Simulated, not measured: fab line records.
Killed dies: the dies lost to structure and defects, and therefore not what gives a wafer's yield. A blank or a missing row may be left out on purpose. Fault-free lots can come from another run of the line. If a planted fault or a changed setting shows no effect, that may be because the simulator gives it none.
fab line records	flow nand-harc
record: lots: 12	wafers: 36	last-day: 25
route steps=1159 shown A_SGD_CUT@762 A_SLIT@779 END@1159
lots with no fault: from the same line, run without faults
start-h: hours from the record's first day to the start of the lot's first wafer shown	wait-h: how many hours have passed since the lot's step before this one	" the same as in the row above	L1.1+2: several wafers, shown together as one row	- no value, or no start given	* or withheld: withheld	< > ~ a bound
route shown NAME@n: NAME is a module with steps in the file, n the number in the route of the first one	usual: mean/standard deviation taken from wafers without a fault	same: alike in all rows	chamber/n: place in a boat	sites: readings site by site	_std_site: standard deviation of those values	_edge_site: outer sites' mean less inner sites'	radius-mm: for every site, how far away it sits from the centre of the wafer	mask NAME#n: copy n	behind: tool/chamber where the wafer was last shaped	hold: why the lot was held/for how many hours/how that ended	device: transistor that didn't switch, given as n, p or np	end of line: the tests these same wafers got at the end of their route	a step with no rows: only its recipe	killed: dies lost to structure and defects at the first sort, not the wafer's yield	map: shows each die of a wafer: x if killed, . if not, _ if none is there
set.NAME: the run value of the setting; set.NAME@STEP: its run value at that earlier step	model.NAME: the simulator's own value behind a step, which no gauge read
route steps across a sampled set of lots; one table per step, one row per wafer
services: the hour from which a tool's chamber was out of use, counted from the record's first day as start-h (under 0 if before that day), plus the number of hours and why
== steps ==
step: NHARC_A_SGD_CUT_ETCH_58
recipe: target-depth-a: 390	over-etch-frac: 0.3	time-s: 65	ion-energy-ev: 80	cf4-flow-sccm: 150	ar-flow-sccm: 0	rf-w: 300	bias-w: 100	chemistry: CF4
usual: drypump-motor-current-A: 5.8/0.43	mfc-ar-sccm: 0.009/0.014	oes-product-au: 0.998/0.011	rf-vpp-V: 151.2/1.2	showerhead-plenum-p-Torr: 1.77/0.077	throttle-valve-pct: 13.284/0.0088
same: time-s: 65
lot.wafer	tool	chamber	start-h	wait-h	drypump-motor-current-A	mfc-ar-sccm	oes-product-au	rf-hours-counter-h	rf-vpp-V	showerhead-plenum-p-Torr	throttle-valve-pct
L771.3	rie-diel-02	2	316.77	0.1	5.9	0.044	1.000	17	150.1	1.73	13.294
L771.2	"	1	"	"	6.1	0	0.995	18	152.6	1.88	13.271
L771.5	"	2	"	"	5.9	0.044	0.997	-	150.5	1.73	13.294
L769.3	rie-diel-04	1	316.93	0.1	5.2	0	1.005	1	150.6	1.78	13.279
L769.1	"	2	"	"	5.9	0	1.006	1	150.2	1.66	13.275
L769.6	"	0	"	"	6.6	0.012	0.971	-	149.2	1.65	13.289
L768.2	rie-diel-13	0	321.16	0.1	5.5	0	0.996	3	151.4	1.77	13.278
L768.1	"	1	"	"	5.6	0.031	0.997	3	150.4	1.76	13.269
L768.5	"	1	"	"	5.5	0.031	0.987	-	150.8	1.76	13.293
L772.3	rie-diel-02	2	321.93	0.1	5.9	0.044	0.985	18	149.3	1.73	13.283
L772.2	"	3	"	"	6.1	0	0.979	19	150.6	1.80	13.273
L772.5	"	1	"	"	6.1	0	0.982	-	152.3	1.88	13.264
L773.4	rie-diel-13	1	325.71	0.1	5.6	0.031	1.000	4	151.3	1.76	13.286
L773.3	"	2	"	"	5.7	0	1.005	4	152.6	1.86	13.286
L773.5	"	1	"	"	5.6	0.031	0.994	-	151.6	1.76	13.275
L775.1	rie-diel-13	1	344.71	0.1	5.6	0.031	0.978	5	150.5	1.76	13.292
L775.6	"	3	"	"	6.6	0.008	1.009	-	151.6	1.76	13.281
L775.5	"	0	"	"	5.5	0	0.996	-	151.7	1.77	13.285
L778.3	rie-diel-02	0	368.27	0.1	5.7	0	0.985	3	153.1	1.88	13.286
L778.2	"	1	"	"	6.1	0	0.986	3	153.0	1.88	13.290
L778.1	"	2	"	"	5.9	0.044	0.982	2	150.9	1.73	13.287
L782.3	rie-diel-02	3	390.70	0.1	6.1	0	1.004	5	152.6	1.80	13.288
L782.1	"	2	"	"	5.9	0.044	0.989	5	150.6	1.73	13.289
L782.5	"	0	"	"	5.7	0	0.991	-	151.8	1.88	13.292
L785.4	rie-diel-04	1	410.81	0.1	5.2	0	1.003	10	151.5	1.78	13.293
L785.2	"	2	"	"	5.9	0	1.017	11	150.2	1.65	13.286
L785.3	"	3	"	"	5.1	0.008	0.989	12	150.5	1.69	13.269
L787.4	rie-diel-13	1	422.73	0.1	5.6	0.031	0.983	11	149.3	1.76	13.294
L787.2	"	3	"	"	6.6	0.008	0.991	10	150.7	1.76	13.287
L787.5	"	1	"	"	5.6	0.031	0.992	-	150.7	1.76	13.274
L790.3	rie-diel-13	2	439.59	0.1	5.7	0	1.001	11	152.5	1.85	13.278
L790.4	"	0	"	"	5.6	0	0.994	13	151.1	1.77	13.274
L790.6	"	2	"	"	5.8	0	1.008	-	152.0	1.85	13.280
L791.3	rie-diel-13	1	463.91	0.1	5.6	0.031	1.004	0	152.1	1.76	13.297
L791.5	"	1	"	"	5.6	0.031	0.995	-	151.1	1.76	13.290
L791.6	"	2	"	"	5.7	0	1.006	-	152.8	1.85	13.282
step: NHARC_A_SLIT_DEP_25
recipe: target-thk-a: 2000	temp-c: 400	pressure-torr: 6.5	rf-w: 900	teos-flow-sccm: 161.4	flow-sccm: 2650	target-thk-nm: 200	gas: O2	material: SiO2
usual: heater-power-w: 573/120	throttle-valve-pct: 16.0/0.48
lot.wafer	tool	chamber	start-h	wait-h	heater-power-w	throttle-valve-pct
L771.3	pecvd-01	1	323.29	0.1	577	16.3
L771.2	"	2	"	"	655	15.5
L771.5	"	0	"	"	315	15.3
L769.3	pecvd-02	1	323.35	0.1	488	17.1
L769.1	"	2	"	"	442	16.4
L769.6	"	0	"	"	473	16.6
L772.3	pecvd-02	0	327.59	0.1	454	16.7
L772.2	"	2	"	"	452	16.2
L772.5	"	0	"	"	482	16.7
L768.1	pecvd-04	0	327.59	0.1	654	16.2
L768.2	"	2	"	"	720	15.7
L768.5	"	1	"	"	527	15.8
L773.3	pecvd-01	2	332.08	0.1	711	15.7
L773.4	"	2	"	"	549	15.6
L773.5	"	1	"	"	701	16.1
L775.1	pecvd-02	0	351.12	0.1	459	15.5
L775.6	"	2	"	"	457	16.3
L775.5	"	1	"	"	634	16.4
L778.2	pecvd-01	2	377.01	0.1	552	15.6
L778.3	"	0	"	"	334	15.7
L778.1	"	1	"	"	627	16.1
L782.1	pecvd-01	1	397.31	0.2	659	16.4
L782.3	"	0	"	"	333	15.5
L782.5	"	1	"	"	669	16.4
L785.3	pecvd-02	1	417.22	0.1	615	16.5
L785.2	"	2	"	"	548	16.4
L785.4	"	2	"	"	548	16.4
L787.2	pecvd-04	0	430.68	0.1	700	16.0
L787.5	"	1	"	"	632	16.1
L787.4	"	2	"	"	662	15.4
L790.3	pecvd-01	2	445.49	0.1	546	15.3
L790.6	"	2	"	"	569	15.4
L790.4	"	0	"	"	417	15.8
L791.3	pecvd-01	2	470.12	0.1	650	15.3
L791.5	"	2	"	"	673	15.7
L791.6	"	0	"	"	419	16.1
step: NHARC_A_SLIT_SOFTBAKE_04
recipe: temp-c: 105	time-s: 55
usual: heater-power-total-W: 188.45/0.14
same: time-s: 55
lot.wafer	tool	chamber	start-h	wait-h	heater-power-total-W
L771.2	litho-track-06	0	325	-	188.58
L771.3	"	0	"	"	188.39
L771.5	"	0	"	"	188.40
L769.1	litho-track-04	0	326	-	188.71
L769.3	"	0	"	"	188.33
L769.6	"	0	"	"	188.26
L772.2	litho-track-06	0	330	-	188.63
L772.3	"	0	"	"	188.41
L772.5	"	0	"	"	188.38
L768.1	litho-track-01	0	331	-	188.44
L768.2	"	0	"	"	188.31
L768.5	"	0	"	"	188.45
L773.3	litho-track-01	0	335	-	188.47
L773.4	"	0	"	"	188.47
L773.5	"	0	"	"	188.65
L775.1	litho-track-04	0	353	-	188.40
L775.5	"	0	"	"	188.35
L775.6	"	0	"	"	188.38
L778.1	litho-track-04	0	382	-	188.31
L778.2	"	0	"	"	188.39
L778.3	"	0	"	"	188.28
L782.1	litho-track-01	0	400	-	188.28
L782.3	"	0	"	"	188.33
L782.5	"	0	"	"	188.24
L785.2	litho-track-01	0	419	-	157.88
L785.3	"	0	"	"	157.77
L785.4	"	0	"	"	157.82
L787.2	litho-track-01	0	433	-	157.72
L787.4	"	0	"	"	157.77
L787.5	"	0	"	"	157.99
L790.3	litho-track-06	0	449	-	188.41
L790.4	"	0	"	"	188.61
L790.6	"	0	"	"	188.30
L791.3	litho-track-04	0	473	-	188.68
L791.5	"	0	"	"	188.25
L791.6	"	0	"	"	188.27
step: NHARC_A_SLIT_DESCUM_14
recipe: time-s: 3	o2-flow-sccm: 200	ar-flow-sccm: 0	bias-power-w: 0	chemistry: O2
usual: drypump-motor-current-A: 5.6/0.56	mfc-ar-sccm: 0.015/0.012	oes-product-au: 1.001/0.01	rf-vpp-V: 57.7/0.98	showerhead-plenum-p-Torr: 1.90/0.078	throttle-valve-pct: 11.312/0.0096
same: time-s: 3
lot.wafer	tool	chamber	start-h	wait-h	drypump-motor-current-A	mfc-ar-sccm	oes-product-au	rf-hours-counter-h	rf-vpp-V	showerhead-plenum-p-Torr	throttle-valve-pct
L771.2	rie-diel-07	1	326.53	0.1	5.4	0	0.996	4	56.5	1.94	11.305
L771.3	"	3	"	"	5.2	0.018	1.006	6	56.9	1.81	11.309
L771.5	"	1	"	"	5.4	0	1.004	-	58.3	1.94	11.302
L769.3	rie-diel-01	3	326.75	0.1	5.9	0.003	1.005	0	59.8	2.03	11.308
L769.1	"	1	"	"	6.5	0.022	0.997	0	57.0	1.93	11.306
L769.6	"	0	"	"	5.9	0	0.991	-	58.3	1.86	11.307
L772.2	rie-diel-03	0	331.59	0.1	5.3	0.019	1.001	9	58.7	1.91	11.309
L772.3	"	3	"	"	6.3	0.026	1.003	10	58.6	2.02	11.297
L772.5	"	0	"	"	5.3	0.019	1.015	-	57.1	1.91	11.330
L768.2	rie-diel-07	1	332.29	0.1	5.4	0	1.005	5	58.7	1.94	11.311
L768.1	"	2	"	"	5.4	0.038	0.991	7	58.1	1.97	11.301
L768.5	"	2	"	"	5.4	0.038	0.992	-	57.1	1.96	11.320
L773.4	rie-diel-01	2	335.78	0.1	5.2	0.008	1.003	1	56.4	1.78	11.312
L773.3	"	3	"	"	5.9	0.003	1.003	1	57.5	2.03	11.294
L773.5	"	1	"	"	6.6	0.022	1.002	-	57.1	1.93	11.326
L775.1	rie-diel-03	3	354.19	0.1	6.3	0.026	0.984	11	58.2	2.02	11.307
L775.5	"	2	"	"	6.6	0.026	0.998	-	58.0	1.78	11.313
L775.6	"	3	"	"	6.3	0.026	0.994	-	58.5	2.02	11.315
L778.2	rie-diel-01	2	382.49	0.1	5.2	0.008	1.002	3	57.6	1.78	11.326
L778.1	"	0	"	"	5.8	0	0.999	4	57.0	1.85	11.318
L778.3	"	1	"	"	6.5	0.022	1.012	4	57.9	1.93	11.307
L782.3	rie-diel-03	2	401.48	0.1	6.6	0.026	1.000	0	57.3	1.78	11.304
L782.1	"	0	"	"	5.3	0.019	1.001	0	55.4	1.91	11.308
L782.5	"	2	"	"	6.6	0.026	1.000	-	58.9	1.78	11.314
L785.4	rie-diel-03	0	420.43	0.1	5.3	0.019	1.004	2	57.4	1.91	11.303
L785.2	"	2	"	"	6.6	0.026	1.001	2	56.4	1.78	11.327
L785.3	"	3	"	"	6.3	0.026	1.005	2	58.5	2.02	11.315
L787.4	rie-diel-07	2	433.81	0.1	5.4	0.038	0.992	1	57.8	1.96	11.317
L787.2	"	0	"	"	5.1	0	1.026	1	59.3	1.99	11.307
L787.5	"	1	"	"	5.4	0	1.020	-	58.7	1.94	11.304
L790.3	rie-diel-01	2	449.96	0.1	5.1	0.008	0.993	10	55.0	1.78	11.305
L790.4	"	0	"	"	5.9	0	0.998	11	57.1	1.85	11.295
L790.6	"	1	"	"	6.5	0.022	1.002	-	57.7	1.93	11.322
L791.3	rie-diel-07	1	474.21	0.1	5.4	0	1.015	4	59.0	1.94	11.317
L791.5	"	1	"	"	5.4	0	1.017	-	58.5	1.94	11.322
L791.6	"	2	"	"	5.4	0.038	1.006	-	58.5	1.96	11.315
step: NHARC_END_SORT_01
recipe: temp-c: 25
usual: killed-at-array: 29/11	killed-at-other: 0.6/0.75	killed-at-periphery: 3.1/2.1	killed-dies: 32/11	killed-open: 3.0/1.8	killed-short: 1.8/1.3
same: gross-dies: 677
lot.wafer	tool	chamber	start-h	wait-h	killed-at-array	killed-at-other	killed-at-periphery	killed-dies	killed-open	killed-short
L773.3	prober-01	0	460.53	3.1	22	0	3	25	2	0
L773.4	prober-01	0	461.33	3.4	21	0	2	23	4	2
L773.5	prober-01	0	462.13	3.7	19	2	6	27	6	3
L775.1	prober-01	0	474.64	2.5	19	0	4	23	6	1
L775.5	prober-01	0	477.89	3.8	34	0	2	36	4	1
L775.6	prober-01	0	478.70	4.1	32	0	6	38	3	2
L778.1	prober-02	0	498.57	2.5	19	1	4	24	0	1
L778.2	prober-02	0	499.37	2.8	22	0	4	26	1	2
L778.3	prober-02	0	500.17	3.1	21	0	5	26	6	2
L782.1	prober-01	0	514.83	2.5	33	3	1	37	2	3
L782.3	prober-01	0	516.42	3.1	29	3	1	33	3	1
L782.5	prober-01	0	518.02	3.7	35	2	2	39	5	1
L785.2	prober-02	0	543.40	2.8	32	0	4	36	5	3
L785.3	prober-02	0	544.19	3.1	25	0	1	26	3	2
L785.4	prober-02	0	544.99	3.4	36	1	2	39	4	1
L787.2	prober-02	0	551.11	2.8	48	1	2	51	5	3
L787.4	prober-02	0	552.71	3.4	46	0	1	47	4	4
L787.5	prober-02	0	553.52	3.7	51	2	5	58	8	0
killed by level:class
L773.3 A_SLIT:chamber-film-flake=11 A_CONTACT:chamber-film-flake=3 A_M1:chamber-film-flake=3 A_CHANNEL_HOLE_D1:chamber-film-flake=2 P_CONTACT:geometric-particle:open=1 A_CONTACT:geometric-particle:open=1 P_ZERO_WELL:chamber-film-flake=1 P_GATE:chamber-film-flake=1
L773.4 A_SLIT:chamber-film-flake=8 A_M1:chamber-film-flake=5 A_ONON_D1:geometric-particle:open=2 A_CONTACT:chamber-film-flake=2 P_M0:geometric-particle:open=1 A_ONON_D1:geometric-particle:short=1 A_SGD_CUT:geometric-particle:open=1 A_WL_FILL:geometric-particle:short=1
L773.5 A_CHANNEL_HOLE_D1:chamber-film-flake=4 A_SLIT:chamber-film-flake=4 A_CONTACT:chamber-film-flake=3 A_CHANNEL_FILL_D1:geometric-particle:short=2 P_ZERO_WELL:chamber-film-flake=2 P_GATE:geometric-particle:open=1 P_M1:geometric-particle:open=1 A_SOURCE_PLATE:geometric-particle:open=1
L775.1 A_SLIT:chamber-film-flake=9 A_CHANNEL_HOLE_D1:chamber-film-flake=4 A_STAIRCASE:chamber-film-flake=2 P_STI:geometric-particle:open=1 P_GATE:geometric-particle:open=1 P_CONTACT:geometric-particle:short=1 P_CONTACT:geometric-particle:open=1 A_ONON_D1:geometric-particle:open=1
L775.5 A_CHANNEL_HOLE_D1:chamber-film-flake=14 A_SLIT:chamber-film-flake=9 A_CHANNEL_FILL_D1:geometric-particle:open=3 A_CONTACT:chamber-film-flake=3 A_CHANNEL_FILL_D1:chamber-film-flake=2 A_WL_FILL:chamber-film-flake=2 P_GATE:geometric-particle:short=1 A_ONON_D1:geometric-particle:open=1
L775.6 A_SLIT:chamber-film-flake=14 A_CHANNEL_HOLE_D1:chamber-film-flake=10 P_STI:chamber-film-flake=3 A_CONTACT:chamber-film-flake=2 P_CONTACT:geometric-particle:open=1 A_SLIT:geometric-particle:short=1 A_CONTACT:geometric-particle:open=1 A_BLC:geometric-particle:open=1
L778.1 A_SLIT:chamber-film-flake=13 A_CHANNEL_HOLE_D1:chamber-film-flake=3 P_STI:chamber-film-flake=2 A_CHANNEL_FILL_D1:geometric-particle:short=1 P_ZERO_WELL:chamber-film-flake=1 P_M1:chamber-film-flake=1 A_CHANNEL_FILL_D1:chamber-film-flake=1 A_M1:chamber-film-flake=1
L778.2 A_CHANNEL_HOLE_D1:chamber-film-flake=8 A_SLIT:chamber-film-flake=8 P_CONTACT:chamber-film-flake=2 A_STAIRCASE:chamber-film-flake=2 A_CHANNEL_FILL_D1:geometric-particle:open=1 A_CHANNEL_FILL_D1:geometric-particle:short=1 A_CONTACT:geometric-particle:short=1 P_STI:chamber-film-flake=1
L778.3 A_SLIT:chamber-film-flake=10 A_CHANNEL_HOLE_D1:chamber-film-flake=4 A_M0:geometric-particle:open=2 P_GATE:geometric-particle:open=1 P_CONTACT:geometric-particle:open=1 A_CHANNEL_FILL_D1:geometric-particle:short=1 A_SGD_CUT:geometric-particle:short=1 A_SGD_CUT:geometric-particle:open=1
L782.1 A_CHANNEL_HOLE_D1:chamber-film-flake=16 A_SLIT:chamber-film-flake=5 A_STAIRCASE:chamber-film-flake=4 THIN_TSV:chamber-film-flake=3 A_M0:geometric-particle:short=2 A_CONTACT:chamber-film-flake=2 P_M0:geometric-particle:open=1 A_WL_FILL:geometric-particle:short=1
L782.3 A_CHANNEL_HOLE_D1:chamber-film-flake=16 A_SLIT:chamber-film-flake=7 THIN_TSV:chamber-film-flake=3 A_STAIRCASE:chamber-film-flake=2 P_CONTACT:geometric-particle:open=1 A_SGD_CUT:geometric-particle:open=1 A_SGD_CUT:geometric-particle:short=1 A_WL_FILL:geometric-particle:open=1
L782.5 A_CHANNEL_HOLE_D1:chamber-film-flake=16 A_SLIT:chamber-film-flake=7 A_STAIRCASE:chamber-film-flake=5 A_CONTACT:geometric-particle:open=2 THIN_TSV:chamber-film-flake=2 P_M0:geometric-particle:short=1 A_ONON_D1:geometric-particle:open=1 A_CHANNEL_HOLE_D1:geometric-particle:open=1
L785.2 A_CHANNEL_HOLE_D1:chamber-film-flake=15 A_STAIRCASE:chamber-film-flake=5 P_CONTACT:geometric-particle:open=3 A_M0:geometric-particle:open=2 A_SLIT:chamber-film-flake=2 A_WL_FILL:chamber-film-flake=2 A_CONTACT:chamber-film-flake=2 A_WL_FILL:geometric-particle:short=1
L785.3 A_CHANNEL_HOLE_D1:chamber-film-flake=15 A_STAIRCASE:chamber-film-flake=4 P_M2:geometric-particle:open=1 A_CHANNEL_FILL_D1:geometric-particle:open=1 A_CHANNEL_FILL_D1:geometric-particle:short=1 A_WL_FILL:geometric-particle:short=1 A_BLC:geometric-particle:open=1 A_CONTACT:chamber-film-flake=1
L785.4 A_CHANNEL_HOLE_D1:chamber-film-flake=22 A_STAIRCASE:chamber-film-flake=6 A_SLIT:chamber-film-flake=2 A_WL_FILL:chamber-film-flake=2 P_CONTACT:geometric-particle:open=1 P_M0:geometric-particle:open=1 A_BLC:geometric-particle:open=1 A_M0:geometric-particle:open=1
L787.2 A_CHANNEL_HOLE_D1:chamber-film-flake=16 A_SLIT:chamber-film-flake=15 A_CONTACT:chamber-film-flake=8 A_ONON_D1:geometric-particle:open=3 A_STAIRCASE:chamber-film-flake=2 P_GATE:geometric-particle:open=1 P_CONTACT:geometric-particle:short=1 A_ONON_D1:geometric-particle:short=1
L787.4 A_SLIT:chamber-film-flake=16 A_CHANNEL_HOLE_D1:chamber-film-flake=14 A_CONTACT:chamber-film-flake=6 P_CONTACT:geometric-particle:open=1 A_ONON_D1:geometric-particle:open=1 A_ONON_D1:geometric-particle:short=1 A_STAIRCASE:geometric-particle:short=1 A_WL_FILL:geometric-particle:short=1
L787.5 A_CHANNEL_HOLE_D1:chamber-film-flake=20 A_SLIT:chamber-film-flake=17 A_CONTACT:chamber-film-flake=8 A_WL_FILL:geometric-particle:open=2 A_STAIRCASE:chamber-film-flake=2 THIN_TSV:chamber-film-flake=2 P_STI:geometric-particle:open=1 P_M0:geometric-particle:open=1
== services ==
tool	chamber	start-h	hours	kind
rie-diel-04	2	307.81	6.9	repair
rie-diel-13	3	308.67	4.1	repair
rie-diel-13	0	309.50	-	clean
rie-diel-13	1	311.14	5.9	repair
rie-diel-01	-	315.14	9.0	pm
litho-track-04	-	316.00	7.0	pm
rie-diel-02	-	327.70	9.0	pm
rie-diel-13	-	329.72	0.2	repair
pecvd-02	-	334.44	13.0	pm
rie-diel-03	1	338.61	6.0	repair
rie-diel-04	1	341.26	19.7	repair
rie-diel-01	3	346.66	97.8	repair
rie-diel-04	1	370.41	8.1	repair
pecvd-04	0	371.29	4.1	repair
pecvd-04	-	376.00	13.0	pm
rie-diel-02	1	384.18	3.1	repair
rie-diel-03	-	392.39	9.0	pm
rie-diel-07	-	405.24	9.0	pm
pecvd-01	-	417.58	1.8	repair
litho-track-01	-	443.00	7.0	pm
rie-diel-13	-	453.00	9.0	pm
rie-diel-04	-	465.90	9.0	pm
litho-track-06	-	467.00	7.0	pm
rie-diel-01	0	467.98	6.1	repair
== key ==
first-sign: step: NHARC_A_SLIT_SOFTBAKE_04	reading: heater-power-total-W	direction: down	sigmas: 99+	usual: *	struck: *
effect none on later readings
met-at NHARC_A_SLIT_SOFTBAKE_04
struck-lots L785,L787
tester-left-out L785,L787
not-acting-at NHARC_A_SGD_CUT_ETCH_58,NHARC_A_SLIT_DEP_25,NHARC_A_SLIT_DESCUM_14
onset-between 400 419
fault: kind: process-parameter-drift	tool: litho-track-01	chamber: -	onset-h: 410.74	steps: NHARC_A_SLIT_SOFTBAKE_04	channel: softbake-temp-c	offset: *	shape: step	end-h: 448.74	acts-in: *	stated: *
tester-left-out: of these lots the tester's yield and bins aren't shown, on N5 and GAA mostly nor the transistor test; their killed dies are dies lost to structure and defects alone, not to doping, threshold or leakage, so they don't give the yield
